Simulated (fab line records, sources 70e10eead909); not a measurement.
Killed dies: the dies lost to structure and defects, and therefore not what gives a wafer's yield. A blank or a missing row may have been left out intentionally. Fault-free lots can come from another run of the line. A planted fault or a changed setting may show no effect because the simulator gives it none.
Which tool did it?    flow nand harc    11 lots, 33 wafers sampled, at 7 steps of a route of 1302

WHAT EACH GAUGE READ, for each wafer
NHARC_A_SOURCE_PLATE_THK_MEAS_06: measures by ellipsometry. Usual: thk nm at 199.7 nm, with a standard deviation of 1.8.
lot   measured      on             thk nm (nm)        flag
L914  day 8 07:02   film metro-02  201.9 202.0 203.7  
L915  day 8 07:03   film metro-02  198.3 197.4 199.9  
L921  day 10 20:08  film metro-01  338.1 338.4 341.0  OFF
L922  day 10 20:08  film metro-02  336.9 336.3 337.6  OFF
L923  day 11 08:19  film metro-02  336.6 338.0 337.4  OFF
L925  day 12 07:50  film metro-01  201.0 200.4 202.4  
L930  day 14 12:50  film metro-02  197.5 200.3 197.5  
L931  day 14 12:49  film metro-01  202.4 203.5 201.3  
L933  day 15 15:02  film metro-01  203.5 201.6 201.3  
L935  day 15 23:58  film metro-01  200.9 199.0 200.3  
L937  day 17 08:04  film metro-01  200.0 199.8 197.7  

NHARC_A_SOURCE_PLATE_INSPECT_08. Usual: raw defect count at 67, with a standard deviation of 24.
lot   measured      on                 raw defect count  flag
L914  day 8 07:07   defect inspect-01  94 112 74         
L915  day 8 07:07   defect inspect-02  112 85 44         
L921  day 10 20:12  defect inspect-02  83 82 60          
L922  day 10 20:12  defect inspect-01  47 18 31          
L923  day 11 08:24  defect inspect-02  86 82 81          
L925  day 12 07:56  defect inspect-02  52 61 46          
L930  day 14 12:56  defect inspect-01  53 54 83          
L931  day 14 12:53  defect inspect-02  73 50 54          
L933  day 15 15:08  defect inspect-01  88 111 103        
L935  day 16 00:01  defect inspect-01  93 56 50          
L937  day 17 08:08  defect inspect-01  62 62 95          

NHARC_END_SORT_01. Usual: killed at array 56, standard deviation 21; killed at other 1.2, standard deviation 1.6; killed at periphery 3.7, standard deviation 2.5; killed dies 61, standard deviation 21; killed open 3.1, standard deviation 1.8; killed short 2.8, standard deviation 1.7.
lot   measured      on         killed at array  killed at other  killed at periphery  killed dies  killed open  killed short  flag
L914  day 24 23:42  prober-02  52 39 47         2 1 0            1 2 1                55 42 48     2 2 4        6 2 2         
L915  day 24 08:28  prober-02  79 77 88         5 1 8            2 1 2                86 79 98     5 3 1        1 0 2         
L921  day 27 10:53  prober-02  69 81 65         1 6 4            6 4 2                76 91 71     1 5 5        3 2 2         
L922  day 28 04:38  prober-02  52 57 68         4 0 1            4 3 1                60 60 70     7 2 3        0 2 4         
L923  day 28 06:11  prober-01  75 65 88         4 0 1            6 2 1                85 67 90     2 2 1        3 2 3         
L925  day 29 01:17  prober-02  47 47 42         3 0 0            8 2 5                58 49 47     5 0 2        4 2 3         
L930  day 30 15:24  prober-02  34 36 22         1 0 0            10 9 11              45 45 33     5 5 1        3 3 2         
L931  day 30 16:14  prober-01  62 85 74         0 2 0            6 7 9                68 94 83     2 3 3        3 5 6         
L933  day 31 18:45  prober-02  53 51 50         0 1 0            0 4 3                53 56 53     0 4 4        1 6 4         
L935  day 33 05:14  prober-02  64 58 46         0 2 2            3 0 2                67 60 50     6 4 1        3 5 0         
L937  day 34 13:49  prober-01  19 26 20         2 4 4            3 8 7                24 38 31     2 8 5        3 0 3         

EACH LOT AND THE TOOL THAT RAN IT (in order: tool; ch and the chambers of the sampled wafers; start)
lot   NHARC_P_BONDPAD_CMP_19         NHARC_P_BONDPAD_ACTIVATE_29         NHARC_A_SOURCE_PLATE_PVD_04   NHARC_A_SOURCE_PLATE_CVD_03
L914  cmp-02 ch 1,2,3, day 7 06:30   rie diel-10 ch 0,1,2, day 7 07:05   pvd sputter-01, day 7 17:12   lpcvd poly-03 ch 0, day 7 19:38
L915  cmp-03 ch 1,2,3, day 7 07:43   rie diel-09 ch 0,2,3, day 7 08:19   pvd sputter-03, day 7 17:12   lpcvd poly-03 ch 0, day 7 19:38
L921  cmp-01 ch 0,3, day 9 20:43     rie diel-06 ch 0,2,3, day 9 21:20   pvd sputter-03, day 10 07:14  lpcvd poly-03 ch 0, day 10 09:39
L922  cmp-03 ch 0,1,2, day 9 21:16   rie diel-10 ch 2,3, day 9 21:49     pvd sputter-01, day 10 07:17  lpcvd poly-03 ch 0, day 10 09:39
L923  cmp-01 ch 0,1,2, day 10 09:22  rie diel-10 ch 0,1,3, day 10 10:01  pvd sputter-03, day 10 19:31  lpcvd poly-03 ch 0, day 10 21:56
L925  cmp-03 ch 0,1,2, day 11 08:51  rie diel-09 ch 1,3, day 11 09:24    pvd sputter-02, day 11 19:22  lpcvd poly-01 ch 0, day 11 21:50
L930  cmp-03 ch 0,2,3, day 13 12:40  rie diel-10 ch 0,2,3, day 13 13:17  pvd sputter-01, day 13 23:46  lpcvd poly-01 ch 0, day 14 02:16
L931  cmp-01 ch 1,2, day 13 14:52    rie diel-06 ch 0,1,2, day 13 15:28  pvd sputter-02, day 13 23:46  lpcvd poly-01 ch 0, day 14 02:16
L933  cmp-03 ch 0,2,3, day 14 13:59  rie diel-10 ch 1,2,3, day 14 14:36  pvd sputter-01, day 15 00:37  lpcvd poly-03 ch 0, day 15 03:01
L935  cmp-03 ch 1,2, day 15 01:10    rie diel-10 ch 2,3, day 15 01:46    pvd sputter-03, day 15 11:35  lpcvd poly-02 ch 0, day 15 14:04
L937  cmp-03 ch 0,1, day 16 05:08    rie diel-06 ch 0,1, day 16 05:44    pvd sputter-03, day 16 17:20  lpcvd poly-02 ch 0, day 16 19:52
- NHARC_P_BONDPAD_CMP_19: polishes, t overpolish 30 s, cu recess touch 16 s, target thk 160.81 nm.
- NHARC_P_BONDPAD_ACTIVATE_29: chemistry N2, time 60 s.
- NHARC_A_SOURCE_PLATE_PVD_04: deposits WSi2, target thk 50 nm.
- NHARC_A_SOURCE_PLATE_CVD_03: deposits poly-Si, target thk 200 nm, time 4000 s.

WHAT THE TOOLS THEMSELVES READ (means of the sampled wafers that have a number; where no wafer has one, the mark that the record gives instead)
NHARC_P_BONDPAD_CMP_19. Usual: motor current A 11.0 A, standard deviation 1.3; overpolish run s 30.000 s, standard deviation 0.0093; pad life wafers 187, standard deviation 120.
lot   tool    motor current A (A)  overpolish run s (s)  pad life wafers  flag
L914  cmp-02  11.2                 29.991                62               
L915  cmp-03  10.8                 30.000                308              
L921  cmp-01  10.6                 29.996                98               
L922  cmp-03  11.8                 29.994                201              
L923  cmp-01  10.8                 30.002                139              
L925  cmp-03  11.3                 30.004                333              
L930  cmp-03  10.1                 29.992                145              
L931  cmp-01  10.6                 30.004                36               
L933  cmp-03  10.5                 29.993                253              
L935  cmp-03  10.6                 29.997                296              
L937  cmp-03  11.4                 30.000                14               

NHARC_P_BONDPAD_ACTIVATE_29. Usual: drypump motor current A 5.7 A, standard deviation 0.6; oes product au 1.002 a.u., standard deviation 0.0069; rf vpp V 64.1 V, standard deviation 0.89; showerhead plenum p Torr 1.77 Torr, standard deviation 0.078.
lot   tool         drypump motor current A (A)  oes product au (a.u.)  rf vpp V (V)  showerhead plenum p Torr (Torr)  flag
L914  rie diel-10  5.8                          1.004                  64.3          1.76                             
L915  rie diel-09  6.3                          1.003                  64.4          1.81                             
L921  rie diel-06  5.5                          1.007                  63.8          1.79                             
L922  rie diel-10  5.1                          0.997                  63.4          1.68                             
L923  rie diel-10  5.6                          1.006                  63.4          1.76                             
L925  rie diel-09  6.3                          1.006                  64.5          1.84                             
L930  rie diel-10  5.4                          0.998                  64.7          1.74                             
L931  rie diel-06  5.5                          1.005                  64.7          1.78                             
L933  rie diel-10  5.3                          1.003                  63.8          1.69                             
L935  rie diel-10  5.1                          1.004                  63.8          1.67                             
L937  rie diel-06  5.6                          0.996                  63.9          1.77                             

NHARC_A_SOURCE_PLATE_CVD_03. Usual: spike tc bottom C 639.3 C, standard deviation 2.4; spike tc centre C 620.6 C, standard deviation 1.5; spike tc lower C 619.5 C, standard deviation 1.5; spike tc top C 638.3 C, standard deviation 2.4; spike tc upper C 619.6 C, standard deviation 0.94; tube center temp C 620 C, standard deviation 0.055.
lot   tool           spike tc bottom C (C)  spike tc centre C (C)  spike tc lower C (C)  spike tc top C (C)  spike tc upper C (C)  tube center temp C (C)  flag
L914  lpcvd poly-03  637.8                  621.9                  618.7                 640.2               620.7                 620                     
L915  lpcvd poly-03  637.8                  621.5                  618.7                 640.2               619.2                 620                     
L921  lpcvd poly-03  659.6                  642.9                  641.0                 662.2               643.9                 643                     OFF
L922  lpcvd poly-03  660.0                  644.6                  641.3                 663.3               642.5                 643                     OFF
L923  lpcvd poly-03  661.1                  645.2                  641.4                 663.0               643.0                 643                     OFF
L925  lpcvd poly-01  639.8                  619.8                  621.1                 636.0               618.8                 620                     
L930  lpcvd poly-01  639.6                  620.5                  622.0                 637.3               619.8                 620                     
L931  lpcvd poly-01  640.7                  620.4                  620.3                 636.1               619.7                 620                     
L933  lpcvd poly-03  637.3                  620.9                  618.8                 639.8               619.8                 620                     
L935  lpcvd poly-02  643.2                  619.6                  619.5                 637.1               619.9                 620                     
L937  lpcvd poly-02  642.5                  619.6                  620.2                 636.1               619.4                 620                     

THE ANSWER, worked out from the rows above alone
Rule: a lot counts as off when the mean over its wafers that have a number is more than 3 standard deviations away from the usual mean. A lot without any number at a reading at which 4 lots or more have one is off too. Any other lot the step has rows for is counted as sound. First the gauges in route order, then the tools' own readings, where a lot's mean is used as printed above. The first step at which some lot is off is used, and at that step the reading that is off furthest; a lot without a number counts as furthest.
Off, at NHARC_A_SOURCE_PLATE_THK_MEAS_06 on thk nm: L921, L922, L923.
A tool fits if, at a process step before that reading, it ran every lot that is off, and no sound lot after the first of them. Not tried: the gauges at NHARC_A_SOURCE_PLATE_THK_MEAS_06; whatever is off there is also off at NHARC_A_SOURCE_PLATE_CVD_03, on other tools, and gauge error can't account for it. Of those tried, none fits.

WHAT WAS PUT IN BY THE SIMULATOR
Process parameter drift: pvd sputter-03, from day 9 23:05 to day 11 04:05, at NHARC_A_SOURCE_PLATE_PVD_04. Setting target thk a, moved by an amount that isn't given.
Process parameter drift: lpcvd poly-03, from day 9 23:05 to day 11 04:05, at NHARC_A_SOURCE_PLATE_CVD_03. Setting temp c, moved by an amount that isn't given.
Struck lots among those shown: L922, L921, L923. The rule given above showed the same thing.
